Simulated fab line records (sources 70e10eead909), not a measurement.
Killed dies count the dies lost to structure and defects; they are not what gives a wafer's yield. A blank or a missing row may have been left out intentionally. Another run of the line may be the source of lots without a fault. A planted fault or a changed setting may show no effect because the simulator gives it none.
Struck lot and sound lot, side by side -- flow nand_harc -- 14 out of 1302 route steps
Sound: wafers L440.3, L440.5, L440.6. Struck: wafer L445.3 (left out: L445.4, L445.6 of the same lot, which were not struck); the cause appears at the end.
Per side, at each step with rows, come the tool, then ch with its chambers, and then its first start. Under that, the readings that differ: sound wafers -- struck wafers -- difference of the means -- sigmas: that difference in standard deviations of wafers without a fault.
alike: words and numbers the same on both sides, and readings whose means are apart by under 2 such deviations; not compared: readings that were withheld, readings missing a value for some wafer, numbers with overlapping values and no deviation given by the record, and bounds like >300 which may hide the same value.
Wherever a step has rows on one side only, a row that says differs or no value, or a row with sigmas, the two part there. Numbers that have no deviation but don't overlap get no sigmas and don't part them. Lack of a reading on every wafer of one side parts them only where that side has two or more wafers.

first, 4 steps without rows for these wafers: NHARC_A_WL_FILL_STRIP_28 (strips in post etch residue remover, time 1200 s); NHARC_A_WL_FILL_PRECLEAN_06 (cleans in DIW, time 300 s); NHARC_A_WL_FILL_SRD_07; NHARC_A_WL_FILL_ANNEAL_08 (time 1800 s).
NHARC_A_WL_FILL_ALD_10: deposits SiO2, target thk 50 nm, pulse time 10 s, ald cycles 500.
  sound on ald_hk-01 ch 0,1,2, day 24 05:56; struck on ald_hk-04 ch 1, day 25 19:46
reading,sound,struck,difference,sigmas
heater_power_w (W),498 466 506,417,-73,-2
  alike: precursor_pulse_height_rel
NHARC_A_WL_FILL_ETCHBACK_16: etches the open film in C4F8/O2/Ar, target depth 120 nm, time 24 s.
  sound on rie_diel-08 ch 0,1,3; struck on rie_diel-08 ch 1
  alike: oes_product_au, rf_vpp_V
  not compared: rf_hours_counter_h
NHARC_A_WL_FILL_STRIP_29: strips in O2, time 20 s.
  sound on rie_diel-08 ch 1,2,3, day 24 09:10; struck on rie_diel-08 ch 2, day 26 00:31
reading,sound,struck,difference,sigmas
oes_product_au (a.u.),0.996 1.007 1.026,0.990,-0.020,-3
  alike: drypump_motor_current_A, rf_vpp_V, showerhead_plenum_p_Torr, throttle_valve_pct
  not compared: rf_hours_counter_h
NHARC_A_WL_FILL_ETCHBACK_17: etches the open film in Cl2/BCl3, target depth 4 nm, time 26.7 s.
  sound on rie_metal-01 ch 0,1, day 24 09:17; struck on rie_metal-02 ch 1, day 26 00:39
  alike: drypump_motor_current_A, oes_product_au
  not compared: rf_hours_counter_h
then, 3 steps without rows for these wafers: NHARC_A_WL_FILL_PRECLEAN_18 (cleans in dHF, time 30 s); NHARC_A_WL_FILL_SRD_21; NHARC_A_WL_FILL_CVD_23 (deposits poly-Si, target thk 40 nm, time 800 s).
NHARC_A_WL_FILL_ETCHBACK_26: etches the open film in HBr, target depth 52 nm, time 13.3 s.
  sound on rie_si-02 ch 0,1,2, day 24 14:31; struck on rie_si-02 ch 0, day 26 05:49
reading,sound,struck,difference,sigmas
oes_product_au (a.u.),1.002 0.993 1.004,0.839,-0.161,-22
  alike: drypump_motor_current_A, hbr_flow_sccm, throttle_valve_pct
  not compared: rf_hours_counter_h
then, 1 step without rows for these wafers: NHARC_A_WL_FILL_PRECLEAN_30 (cleans in dHF, time 10 s).
-- record jumps: 4 days between struck wafers' starts before vs after; left off in module A_WL_FILL, resumes in module END, first step shown is number 1302 of the route --
NHARC_END_SORT_01:
  sound on prober-01 ch 0, day 27 20:22; struck on prober-02 ch 0, day 29 19:05
reading,sound,struck,difference,sigmas
killed_at_array,98 99 100,28,-71,-4
killed_dies,100 103 104,29,-73,-4
  alike: killed_at_other, killed_at_periphery, killed_open, killed_short

== WHERE THEY PART ==
First at NHARC_A_WL_FILL_ALD_10; last, within this record, at NHARC_END_SORT_01.

WHY: what the simulator had put in
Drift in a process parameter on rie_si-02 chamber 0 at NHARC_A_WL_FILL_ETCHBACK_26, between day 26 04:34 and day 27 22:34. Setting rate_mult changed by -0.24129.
